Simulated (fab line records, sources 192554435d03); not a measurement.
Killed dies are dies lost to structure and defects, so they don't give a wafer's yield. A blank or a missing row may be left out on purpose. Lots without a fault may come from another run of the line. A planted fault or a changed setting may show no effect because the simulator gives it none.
Split-lot experiment | flow n5_finfet | 7 lots, 21 wafers read, on a route of 1938 steps

THE SPLIT
At N5_SD_EPI_N_PEB_07 (peb time 60 s), the setting peb_time_s was moved away from the recipe's 60 s on 6 of the 21 wafers read, by -12.7% to +8.9%. The other wafers ran this setting at the recipe's value.

FROM THE SPLIT TO THE READING: what the file shows between them, 1 step
- N5_SD_EPI_N_DEVELOP_08: develop time 30 s

THE READING
cd_nm, in nm, at N5_SD_EPI_N_CD_MEAS_09 (target cd 120 nm). Fault-free wafers of this fab line usually give 120.0 nm, standard deviation 0.65 nm.

wafer  | tool, chamber at the split | peb_time_s as run, s | against the recipe | cd_nm, nm | against lot-mates on the recipe
L074.1 | litho_track-02, 0          | 60                   | recipe             | 118.8     | -
L074.4 | litho_track-02, 0          | 60                   | recipe             | 120.1     | -
L074.5 | litho_track-02, 0          | 64.02                | +6.7%              | 122.8     | +3.4
L080.2 | litho_track-01, 0          | 52.41                | -12.7%             | 114.9     | -4.9
L080.3 | litho_track-01, 0          | 60                   | recipe             | 119.8     | -
L080.6 | litho_track-01, 0          | 52.41                | -12.7%             | 114.6     | -5.2
L088.1 | litho_track-02, 0          | 60                   | recipe             | 120.3     | -
L088.3 | litho_track-02, 0          | 60                   | recipe             | 119.6     | -
L088.4 | litho_track-02, 0          | 60                   | recipe             | 120.5     | -
L089.2 | litho_track-04, 0          | 65.33                | +8.9%              | 123.6     | +2.8
L089.4 | litho_track-04, 0          | 60                   | recipe             | 120.2     | -
L089.5 | litho_track-04, 0          | 60                   | recipe             | 121.4     | -
L090.1 | litho_track-04, 0          | 53.74                | -10.4%             | 115.9     | -4.2
L090.4 | litho_track-04, 0          | 60                   | recipe             | 120.1     | -
L090.6 | litho_track-04, 0          | 53.74                | -10.4%             | 116.1     | -4.0
L091.1 | litho_track-01, 0          | 60                   | recipe             | 120.9     | -
L091.2 | litho_track-01, 0          | 60                   | recipe             | 120.6     | -
L091.4 | litho_track-01, 0          | 60                   | recipe             | 120.4     | -
L095.2 | litho_track-01, 0          | 60                   | recipe             | 120.3     | -
L095.4 | litho_track-01, 0          | 60                   | recipe             | 121.0     | -
L095.5 | litho_track-01, 0          | 60                   | recipe             | 119.4     | -

THE FIT
A straight line over all 21 wafers: cd_nm changes by +0.412 nm for each +1% of peb_time_s; r = +0.97; the points scatter about the line by 0.58 nm.
The same after taking each lot's own level away (the mean of its wafers on the recipe; 21 wafers): +0.394 nm for each +1%; r = +0.98; scatter 0.49 nm.
On that fit, the largest move of peb_time_s shifts the reading by 5 nm.
The lots' own levels span 119.45 to 120.80 nm, that is 2.1 times the standard deviation above.
So the lot-to-lot level changes the slope little: the two slopes agree.
Check: with one of the wafers moved furthest among these (-12.7%) left out of the fit, the line predicts -5.01 nm for it against its lot-mates. It came out at -4.9 nm against them.

OTHER SPLITS ON THESE WAFERS
These wafers also went through other splits before the reading. Each is held against what the fit with the lots' levels taken away leaves over:
other split on the same wafers                    | wafers away from the commonest value | r with cd_nm (lot level and that fit taken away)
N5_ZERO_LAYER_PECVD_02 time_s                     | 9                                    | +0.03
N5_PMOS_HMC_CHANNEL_EPI_PEB_07 peb_time_s         | 8                                    | +0.20
N5_PMOS_HMC_CHANNEL_EPI_DEVELOP_08 develop_time_s | 11                                   | -0.23
N5_DUMMY_GATE_COAT_34 spin_rpm                    | 4                                    | +0.01

THE WHOLE CHAIN: every reading that the file lists as answering this split, in the file's order
step                   | what it does                                           | reading                                                         | change (the file's fit)               | r (the file's)
N5_SD_EPI_N_CD_MEAS_09 | target cd 120 nm                                       | cd_nm                                                           | +0.391 nm for each +1% of the setting | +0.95
N5_SD_EPI_N_DESCUM_14  | chemistry O2, time 7.9 s                               | SD_EPI_N.cd_nm (the simulator's own value, which no gauge read) | +0.391 nm for each +1% of the setting | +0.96
N5_SD_EPI_N_ETCH_34    | etches SiARC in CF4, target depth 45.5 nm, time 75.8 s | SD_EPI_N.cd_nm (the simulator's own value, which no gauge read) | +0.404 nm for each +1% of the setting | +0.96

THE FILE'S OWN FIT
cd_nm changes by +0.391 nm for each +1% of peb_time_s, r = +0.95.
